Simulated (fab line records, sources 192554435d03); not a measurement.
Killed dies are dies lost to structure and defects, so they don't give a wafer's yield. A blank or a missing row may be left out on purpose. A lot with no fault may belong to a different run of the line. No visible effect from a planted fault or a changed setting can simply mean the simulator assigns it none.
fab line records | flow n5-finfet
[record] lots = 4 | wafers = 12 | last-day = 18
route steps=1938 shown BEOL_M4@1091 BEOL_M5@1112 PASSIVATION@1936
lots that met no fault: from a run of the same line without faults
start-h: hours from the record's opening day to when the first of the lot's shown wafers began | wait-h: time in hours since the lot's previous step | " identical to the entry in the row above | L1.1+2: one row covering several wafers at once | - value missing, or start not given | * or withheld: withheld | < > ~ a bound
route shown NAME@n: names a module that has steps shown in the file, with the first one's number in the route | usual: the fault-free wafers' mean and standard deviation | same: alike in all rows | chamber/n: place in a boat | sites: each site's reading | _std_site: how widely they spread, as a standard deviation | _edge_site: the outer-site mean with the inner-site mean subtracted | radius-mm: for every site, how far away it sits from the centre of the wafer | mask NAME#n: copy n | behind: the last tool/chamber to shape the wafer | hold: the reason the lot was held/the length of the hold in hours/how it ended | device: the n, p or np transistor that did not switch | end of line: the route-end tests of the same wafers | where a step has no rows: the recipe by itself | killed: dies that structure and defects cost at the first sort, which is not the same as the wafer's yield | map: a wafer's dies, x killed, . not, _ none there
set.NAME: the setting that was run; set.NAME@STEP: the one run at that earlier step | model.NAME: the simulator's own value behind a step, which no gauge read
certain route steps with their lots: each step a table, each wafer a row
services: from which hour (start-h, from the record's first day; less than 0 if before it) a tool's chamber was out of use, for how many hours, and why
[[steps]]
[step N5_BEOL_M4_ANNEAL_87]
[recipe] temp-c = 400 | time-s = 240 | ambient = vacuum
[step N5_BEOL_M4_SPUTTER_88]
[recipe] material = Cu | target-thk-a = 45 | temp-c = -20 | chamber-pressure-pa = 0.07 | power-w = withheld | time-s = 8.29
[step N5_BEOL_M4_ANNEAL_89]
[recipe] temp-c = 400 | time-s = 240 | ambient = vacuum
[step N5_BEOL_M4_SPUTTER_90]
[recipe] material = Cu | target-thk-a = 45 | temp-c = -20 | chamber-pressure-pa = 0.07 | power-w = withheld | time-s = 8.29
[step N5_BEOL_M4_ANNEAL_91]
[recipe] temp-c = 400 | time-s = 240 | ambient = vacuum
[step N5_BEOL_M4_SPUTTER_92]
[recipe] material = Cu | target-thk-a = 45 | temp-c = -20 | chamber-pressure-pa = 0.07 | power-w = withheld | time-s = 8.29
[step N5_BEOL_M4_ANNEAL_93]
[recipe] temp-c = 400 | time-s = 240 | ambient = vacuum
[step N5_BEOL_M4_SPUTTER_94]
[recipe] material = Cu | target-thk-a = 45 | temp-c = -20 | chamber-pressure-pa = 0.07 | power-w = withheld | time-s = 8.29
[step N5_BEOL_M4_ANNEAL_95]
[recipe] temp-c = 400 | time-s = 240 | ambient = vacuum
[step N5_BEOL_M4_SPUTTER_96]
[recipe] material = Cu | target-thk-a = 45 | temp-c = -20 | chamber-pressure-pa = 0.07 | power-w = withheld | time-s = 8.29
[step N5_BEOL_M4_ECD_50]
[recipe] material = Cu | target-thk-a = 3000
[step N5_BEOL_M4_ANNEAL_51]
[recipe] temp-c = 225 | time-s = 90 | ambient = N2
[step N5_BEOL_M4_CMP_52]
[recipe] stop-on = SiOC | t-overpolish-s = 6.8 | down-force-psi = 1 | platen-rpm = 50 | clearing-platen-down-force-psi = 1.5 | clearing-platen-rpm = 50 | post-cmp-clean = cu-alkaline | target-thk-nm = 40 | clearing-platen-pad-velocity-m-s = 0.99484 | pad-velocity-m-s = 0.99484
[usual] barrier-field-endpoint-s = 24.7/0.63 | clearing-platen-down-force-psi = 1.5003/0.0029 | motor-current-A = 6.0/0.65 | overpolish-run-s = 6.801/0.0091 | pad-life-wafers = 981/650 | time-to-endpoint-s = 63/3.4
lot.wafer | tool   | chamber | start-h | wait-h | barrier-field-endpoint-s | clearing-platen-down-force-psi | motor-current-A | overpolish-run-s | pad-life-wafers | time-to-endpoint-s
L157.2    | cmp-03 | 1       | 197.80  | 0.2    | 24.5                     | 1.5044                         | 5.7             | 6.793            | 1476            | 65
L157.6    | "      | 1       | "       | "      | 25.1                     | 1.4987                         | 6.1             | 6.798            | -               | 67
L157.5    | "      | 2       | "       | "      | 24.7                     | 1.4963                         | 5.1             | 6.790            | -               | 65
L156.3    | cmp-03 | 1       | 198.26  | 0.2    | 24.3                     | 1.5024                         | 5.8             | 6.808            | 1482            | 64
L156.1    | "      | 0       | "       | "      | 24.8                     | 1.4977                         | 5.8             | 6.781            | 1485            | 63
L156.6    | "      | 2       | "       | "      | 25.5                     | 1.5064                         | 4.9             | 6.796            | -               | 65
L161.4    | cmp-03 | 3       | 224.03  | 0.1    | 24.2                     | 1.5033                         | 6.2             | 6.805            | 1698            | 60
L161.2    | "      | 0       | "       | "      | 24.0                     | 1.4996                         | 6.2             | 6.808            | 1699            | 63
L161.3    | "      | 2       | "       | "      | 24.0                     | 1.4986                         | 4.9             | 6.795            | 1701            | 62
L175.4    | cmp-02 | 1       | 319.37  | 0.2    | 25.4                     | 1.4980                         | 5.4             | 6.800            | 1159            | 63
L175.5    | "      | 0       | "       | "      | 25.1                     | 1.5003                         | 6.4             | 6.790            | -               | 60
L175.6    | "      | 1       | "       | "      | 25.8                     | 1.5000                         | 6.1             | 6.817            | -               | 66
[step N5_BEOL_M4_PRE_CLEAN_60]
[recipe] gas = NH3/H2 | time-s = 15 | temp-c = * | rf-power-w = 300
[step N5_BEOL_M4_CO_CAP_55]
[recipe] material = Co | target-thk-a = 20 | temp-c = 200 | precursor = CCTBA/H2 | pressure-torr = 30 | time-s = 102.1
[step N5_BEOL_M4_PRE_CLEAN_56]
[recipe] gas = NH3 | time-s = 15 | temp-c = withheld | rf-power-w = 300
[step N5_BEOL_M4_DEP_57]
[recipe] material = SiCN | target-thk-a = 80 | temp-c = withheld | precursor = 3MS/NH3 | pressure-torr = 3 | rf-w = 202 | time-s = 14
[step N5_BEOL_M4_INSPECT_59]
[recipe] inspect-instrument = darkfield | mode = post-dep
[usual] raw-defect-count = 81/27
lot.wafer | tool              | chamber | start-h | wait-h | raw-defect-count
L157.2    | defect-inspect-02 | -       | 198.38  | 0.0    | 124
L157.5    | "                 | -       | "       | "      | 66
L157.6    | "                 | -       | "       | "      | 72
L156.1    | defect-inspect-02 | -       | 198.87  | 0.0    | 574
L156.3    | "                 | -       | "       | "      | 110
L156.6    | "                 | -       | "       | "      | 59
L161.2    | defect-inspect-01 | -       | 224.61  | 0.0    | 450
L161.3    | "                 | -       | "       | "      | 90
L161.4    | "                 | -       | "       | "      | 86
L175.4    | defect-inspect-01 | -       | 320.04  | 0.0    | 42
L175.5    | "                 | -       | "       | "      | 58
L175.6    | "                 | -       | "       | "      | 108
[step N5_BEOL_M5_ILD_DEP_00]
[recipe] material = SiCOH_lowk | target-thk-a = 1406.4 | temp-c = 300 | precursor = DEMS/porogen | pressure-torr = 5 | rf-w = 500 | time-s = 25.9
[step N5_BEOL_M5_CURE_79]
[recipe] temp-c = 385 | time-s = 240 | ambient = He/Ar | material = SiCOH_lowk
[step N5_BEOL_M5_PECVD_70]
[recipe] material = SiO2 | target-thk-a = 160 | temp-c = 400 | precursor = TEOS/O2 | pressure-torr = 5.5 | rf-w = 450 | teos-flow-sccm = 53.8 | gas = O2 | flow-sccm = 3000 | time-s = 18
[step N5_BEOL_M5_HM_DEP_02]
[recipe] material = TiN | target-thk-a = 200 | temp-c = 25 | chamber-pressure-pa = 0.49996
[step N5_BEOL_M5_COAT_59]
[recipe] resist = SOC | temp-c = 250 | time-s = 60 | spin-rpm = 1500 | resist-thk-nm = 60
[step N5_BEOL_M5_COAT_60]
[recipe] resist = SiARC | temp-c = 220 | time-s = 60 | spin-rpm = 1500 | resist-thk-nm = 12
[step N5_BEOL_M5_COAT_71]
[recipe] resist = underlayer | temp-c = 205 | time-s = 60 | spin-rpm = 1500 | resist-thk-nm = 5
[step N5_BEOL_M5_COAT_05]
[recipe] resist = CAR-EUV | spin-rpm = 1500 | resist-thk-nm = 30
[step N5_BEOL_M5_EBR_07]
[recipe] solvent = PGMEA | ebr-width-mm = 1.5
[step N5_BEOL_M5_SOFTBAKE_06]
[recipe] temp-c = 110 | time-s = 60 | resist = CAR-EUV
[step N5_BEOL_M5_EXPOSE_08]
[recipe] mask-id = M5 | na = 0.33 | source-shape = annular | sigma-inner = 0.4 | sigma-outer = 0.8 | polarization = unpolarized | target-cd-nm = 28 | dose-mj = 35.75
[step N5_BEOL_M5_PEB_09]
[recipe] peb-temp-c = 100 | peb-time-s = 60 | resist = CAR-EUV
[step N5_BEOL_M5_DEVELOP_10]
[recipe] develop-time-s = 30 | developer = TMAH | resist = CAR-EUV | rinse-liquid = surfactant-rinse | dry = air-spin | dev-temp-c = 23
[step N5_BEOL_M5_INSPECT_13]
[recipe] mode = adi | inspect-instrument = brightfield
[usual] raw-defect-count = 472/110
lot.wafer | tool              | chamber | start-h | wait-h | raw-defect-count
L157.2    | defect-inspect-02 | -       | 202.52  | 0.0    | 416
L157.5    | "                 | -       | "       | "      | 423
L157.6    | "                 | -       | "       | "      | 376
L156.1    | defect-inspect-02 | -       | 202.68  | 0.1    | 946
L156.3    | "                 | -       | "       | "      | 445
L156.6    | "                 | -       | "       | "      | 311
L161.2    | defect-inspect-01 | -       | 228.55  | 0.0    | 767
L161.3    | "                 | -       | "       | "      | 497
L161.4    | "                 | -       | "       | "      | 382
L175.4    | defect-inspect-02 | -       | 324.47  | 0.0    | 574
L175.5    | "                 | -       | "       | "      | 555
L175.6    | "                 | -       | "       | "      | 507
[step N5_BEOL_M5_DESCUM_16]
[recipe] chemistry = O2 | time-s = 7 | source-power-w = 50 | bias-power-w = 20 | pressure-mtorr = 20 | rf-frequency-hz = 2.712e+07 | temp-c = 40 | resist = CAR-EUV | o2-flow-sccm = 225
[step N5_BEOL_M5_ETCH_72]
[recipe] chemistry = N2/H2 | target = underlayer | target-depth-a = 65 | mask-material = CAR-EUV | time-s = 5.2 | ion-energy-ev = 200 | pressure-mtorr = 30 | source-w = 840 | bias-w = 150 | n2-flow-sccm = 200 | h2-flow-sccm = 200 | ends = cleared
[step N5_BEOL_M5_ETCH_61]
[recipe] chemistry = CF4 | target = SiARC | target-depth-a = 156 | mask-material = CAR-EUV | time-s = 26 | ion-energy-ev = 80 | pressure-mtorr = 40 | source-w = 545 | bias-w = 36 | Ar_flow_sccm = 100 | cf4-flow-sccm = 100 | ends = cleared
[step N5_BEOL_M5_ETCH_62]
[recipe] chemistry = N2/H2 | target = SOC | target-depth-a = 750 | overetch-a = 150 | mask-material = SiARC | temp-c = 40 | time-s = 112.5 | ion-energy-ev = 200 | pressure-mtorr = 30 | source-w = 840 | bias-w = 150 | n2-flow-sccm = 200 | h2-flow-sccm = 200
[step N5_BEOL_M5_INSPECT_30]
[recipe] mode = adi | inspect-instrument = brightfield
[usual] raw-defect-count = 477/120
lot.wafer | tool              | chamber | start-h | wait-h | raw-defect-count
L157.2    | defect-inspect-02 | -       | 204.87  | 0.0    | 428
L157.5    | "                 | -       | "       | "      | 437
L157.6    | "                 | -       | "       | "      | 341
L156.1    | defect-inspect-02 | -       | 205.60  | 0.1    | 929
L156.3    | "                 | -       | "       | "      | 419
L156.6    | "                 | -       | "       | "      | 290
L161.2    | defect-inspect-01 | -       | 229.55  | 0.0    | 761
L161.3    | "                 | -       | "       | "      | 496
L161.4    | "                 | -       | "       | "      | 392
L175.4    | defect-inspect-01 | -       | 326.80  | 0.0    | 524
L175.5    | "                 | -       | "       | "      | 492
L175.6    | "                 | -       | "       | "      | 477
[step N5_PASSIVATION_PROBE_49]
[usual] defect-limited-yield = 91.4/1.5 | killed_at_M0_to_M3 = 34/10 | killed_at_M4_up = 15/6 | killed-at-contacts = 12/6 | killed-at-front-end = 37/11 | killed-at-other = 3.3/2.8 | killed-dies = 101/18 | killed-on-rim = 14/4.4 | killed-open = 66/14 | killed-short = 33/7.8 | sort_bin_5_function = 5.0/0.97 | sort_bin_6_memory = 3.2/0.72 | sort-n-pass = 1079/18 | sort-yield-pct = 91.4/1.5
[same] gross-dies = 1180 | killed-at-back-side = 0 | sort_bin_4_leakage[%] = 0 | sort_bin_8_speed[%] = 0
lot.wafer | tool      | chamber | start-h | wait-h | defect-limited-yield[%] | killed_at_M0_to_M3 | killed_at_M4_up | killed-at-contacts | killed-at-front-end | killed-at-other | killed-dies | killed-on-rim | killed-open | killed-short | sort_bin_5_function[%] | sort_bin_6_memory[%] | sort-n-pass | sort-yield-pct[%]
L157.2    | prober-02 | -       | 304.31  | 0.1    | 92.1                    | 23                 | 11              | 11                 | 37                  | 11              | 93          | 10            | 59          | 34           | 4.5                    | 3.4                  | 1087        | 92.1
L157.5    | prober-02 | -       | 304.46  | 0.2    | 91.4                    | 45                 | 10              | 15                 | 23                  | 9               | 102         | 10            | 67          | 35           | 5.0                    | 3.2                  | 1078        | 91.4
L157.6    | prober-02 | -       | 304.51  | 0.3    | 92.6                    | 33                 | 20              | 7                  | 22                  | 5               | 87          | 8             | 57          | 29           | 3.6                    | 3.6                  | 1093        | 92.6
L156.1    | prober-02 | -       | 306.55  | 0.0    | 65.3                    | 38                 | 320             | 13                 | 33                  | 6               | 410         | 51            | 59          | 42           | 20.7                   | 12.1                 | 770         | 65.3
L156.3    | prober-02 | -       | 306.65  | 0.1    | 90.8                    | 33                 | 15              | 16                 | 45                  | 0               | 109         | 17            | 76          | 31           | 5.8                    | 3.1                  | 1071        | 90.8
L156.6    | prober-02 | -       | 306.80  | 0.3    | 93.3                    | 28                 | 12              | 20                 | 17                  | 2               | 79          | 8             | 46          | 32           | 4.0                    | 2.7                  | 1101        | 93.3
L161.2    | prober-02 | -       | 323.84  | 0.1    | 68.0                    | 32                 | 316             | 2                  | 25                  | 3               | 378         | 44            | 51          | 28           | 20.0                   | 10.3                 | 802         | 68.0
// killed by level:class
L157.2 MOL_CONTACT_COAG:geometric-particle:open=10 STI_FIN_REVEAL:geometric-particle:open=7 BEOL_M3:geometric-particle:open=6 MIM_TOP_ETCH:geometric-particle:short=6 BEOL_M1:geometric-particle:open=5 BEOL_M2:geometric-particle:open=5 FIN_SAQP:geometric-particle:short=4 FIN_SAQP:geometric-particle:open=4
L157.5 BEOL_M2:geometric-particle:open=15 MOL_CONTACT_COAG:geometric-particle:open=9 BEOL_M3:geometric-particle:open=8 BEOL_M1:geometric-particle:open=7 FIN_SAQP:geometric-particle:short=6 MOL_CONTACT_COAG:geometric-particle:short=6 BEOL_M0_SAQP:geometric-particle:open=5 FIN_SAQP:geometric-particle:open=4
L157.6 BEOL_M2:geometric-particle:open=10 BEOL_M4:geometric-particle:open=8 FIN_SAQP:geometric-particle:open=7 BEOL_M1:geometric-particle:open=5 STI_FIN_REVEAL:geometric-particle:open=4 GATE_CUT:geometric-particle:short=4 MOL_CONTACT_COAG:geometric-particle:short=4 BEOL_M0_SAQP:geometric-particle:short=4
L156.1 BEOL_M4:unspecified=309 BEOL_M2:geometric-particle:open=9 STI_FIN_REVEAL:geometric-particle:open=8 BEOL_M1:geometric-particle:open=8 MOL_CONTACT_COAG:geometric-particle:open=8 FIN_SAQP:geometric-particle:open=7 FIN_SAQP:geometric-particle:short=6 BEOL_M2:geometric-particle:short=6
L156.3 MOL_CONTACT_COAG:geometric-particle:open=12 FIN_SAQP:geometric-particle:open=11 STI_FIN_REVEAL:geometric-particle:open=11 BEOL_M2:geometric-particle:open=10 BEOL_M0_SAQP:geometric-particle:short=7 BEOL_M0_SAQP:geometric-particle:open=7 BEOL_M6:geometric-particle:open=5 ILD0:geometric-particle:short=4
L156.6 MOL_CONTACT_COAG:geometric-particle:open=13 MOL_CONTACT_COAG:geometric-particle:short=7 BEOL_M2:geometric-particle:open=6 BEOL_M0:geometric-particle:short=5 STI_FIN_REVEAL:geometric-particle:open=4 BEOL_M0_SAQP:geometric-particle:open=4 BEOL_M2:geometric-particle:short=4 BEOL_M0_SAQP:geometric-particle:short=3
L161.2 BEOL_M4:unspecified=298 FIN_SAQP:geometric-particle:short=8 BEOL_M4:geometric-particle:open=7 BEOL_M1:geometric-particle:open=7 BEOL_M0_SAQP:geometric-particle:open=6 BEOL_M0_SAQP:geometric-particle:short=6 STI_FIN_REVEAL:geometric-particle:open=5 BEOL_M3:geometric-particle:open=4
// map L156.1 (x killed, . not)
_________________....x.......________________
______________..x..xxx.x..xx.x.._____________
___________x.x.xxxx...x....x...xxxx__________
__________.....x.xx...xx....x.x..x.._________
________.........xx..xxxxxx...xxx....x_______
_______.xx..x...xxx.x.x....xx..x.xxxx..______
______x.x........x.......x.x...x.xx..x.x_____
_____.x....x.xx...x..x...xxx..x..x....xx.____
____..xx.xxxxxxx..xxx...x....xx....x..x.xx___
___x...xx...x.x.x....xx.x..xx....x...x..x.x__
___.x..xx....xx..xx.........x......xxx.....__
__x.x............xx......x...x..x..x....xxxx_
__....x...xx..x.x..x...x.xxxxx....x.....xx.._
_x..xx...x.xxx.x.....x....x.x..xx....xxxx..x.
_.xx...xx.......xx..xx......xx...x.......x.xx
_xxxxx......x..xxx....x..xxx..x..x.xx.....x.x
_....x...x...........x........xxxx..........x
_.x.x......xx...xx....x.x....x.x..xx...x....x
_.x........x...xxx..x...x.xx...xx....xx......
_...x...x..xx...x...x...x.x.......xxx....x..x
_...xx.xx...x...xxx....xx...xx.....xx..xx....
__.xx.x......xx.xx...x..x..x.xx...x.x..x.xx._
__xx..x.xx.x.....x.x.x.x..xxx.......x......._
___..xx..xxx...xx....xx.xx.x.xxxxxxx.....x.__
___xx..x..xx...xxx.......xx.x.x.x..xxx.x.x.__
____..x..xxx.xxx..xx.....x..x.x......x...x___
_____..x.x...xx.......x..x..x.x...x.x....____
______...xxx..x..x.x..x....xx...x..xx.xx_____
_______.xx....x.........x........x.....______
________..x..x.xx........x....x..x..x._______
__________..xx..x.x.....xx.x....x.x._________
___________.xx...x.....x.....xx..x.__________
______________x..x..x..x....x..._____________
_________________..x...x...x.________________
// map L161.2 (x killed, . not)
_________________.....xxx..x.________________
______________.x........x...x.x._____________
___________xxx..x..xxx.x...x.......__________
__________.x.......x......xx...x...._________
________.xx....xx.x.xxxxx..x....x.x..x_______
_______x...x.xx...........xx.x....xx...______
______x..xxx...............xx.x........._____
_____.....x.x.x.x.....x..........xx....x.____
____...xxxx.xxx..x...x...x....x..........x___
___x..x........x...x.........x....x..x.x...__
___.x.x..x....x....xxx...x...x...x.x...x..x__
__.x.....x......x....x..xx.x..x.x.........xx_
__...x..x....x.x.x.x..x..x.........xxxxx...._
_.x..xxxxxx.x..x.xxxx..x....xxxx.......x....x
_.x.x..x....x...xx...xx.x.xx.x..xx.x...xx...x
_...xx.xx........x.x..x.....x..x.x..x.xxx.x.x
_.xx.xxx.x.x..x......x.....x.x..x.......x..x.
_......x.x..........xx..xx.....xxxxx.x.x...x.
_.x......x..xx.x.xx..x..x....x...xxx....x...x
_...x.....x..x..x....x..xx.x...x.xx.....x..x.
_.....x...xx.....x........x..x..x...xx...xx..
__..x...xx.x.x.x....x.x.x.x..xxxx.x..xxxx.xx_
__.x.xx..x..x..x.xx...x.x....xxxx..x.xx....x_
___x...xxx..x....x.x..x.x.xxxx..x..x..xx..x__
___...x....x......x..x...xxx.......xx......__
____..xxxx.xxx.x.....x...x..x...x..xx...x.___
_____........xxx...x.x..xx..xx........x..____
______........x...xx..xx...x.....x.xx..._____
_______.....x..x...x....x...xxx...x..x.______
________....xx..x..x.x.......xx.x....._______
__________.x...xx.x.......x.xx...x.._________
___________.x....x..x..xx..x.....x.__________
______________x...x...x.......x._____________
_________________.x..x...x.x.________________
[[services]]
tool   | chamber | start-h | hours | kind
cmp-02 | -       | 183.37  | 4.0   | pm
cmp-02 | -       | 187.37  | -     | consumable-replace:conditioner
cmp-02 | -       | 187.37  | -     | consumable-replace:pad
cmp-02 | -       | 223.26  | 4.3   | pm
cmp-02 | -       | 227.88  | 1.6   | repair
cmp-03 | -       | 274.80  | 4.0   | pm
cmp-03 | -       | 278.80  | -     | consumable-replace:conditioner
cmp-03 | -       | 278.80  | -     | consumable-replace:pad
cmp-03 | -       | 298.26  | 0.7   | repair
[[key]]
[first-sign] step = N5_BEOL_M4_INSPECT_59 | reading = raw-defect-count | direction = up | sigmas = 16 | usual = 81 | struck = 512
[effect] step = N5_BEOL_M5_INSPECT_13 | reading = raw-defect-count | direction = up | sigmas = 3.4 | usual = 472 | struck = 856
[effect] step = N5_BEOL_M5_INSPECT_30 | reading = raw-defect-count | direction = up | sigmas = 3.2 | usual = 477 | struck = 845
[effect] step = N5_PASSIVATION_PROBE_49 | reading = killed_at_M4_up | direction = up | sigmas = 51 | usual = 15 | struck = 318
[more-kills-born-at] N5_BEOL_M4_CMP_52@cmp-03 = 607
met-at N5_BEOL_M4_CMP_52
struck-wafers L156.1,L161.2
[fault] kind = chamber-particle-source | tool = cmp-03 | chamber = 0 | onset-h = 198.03 | steps = N5_BEOL_M4_CMP_52 | rate-per-visit-cm2 = 0.57498 | end-h = 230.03
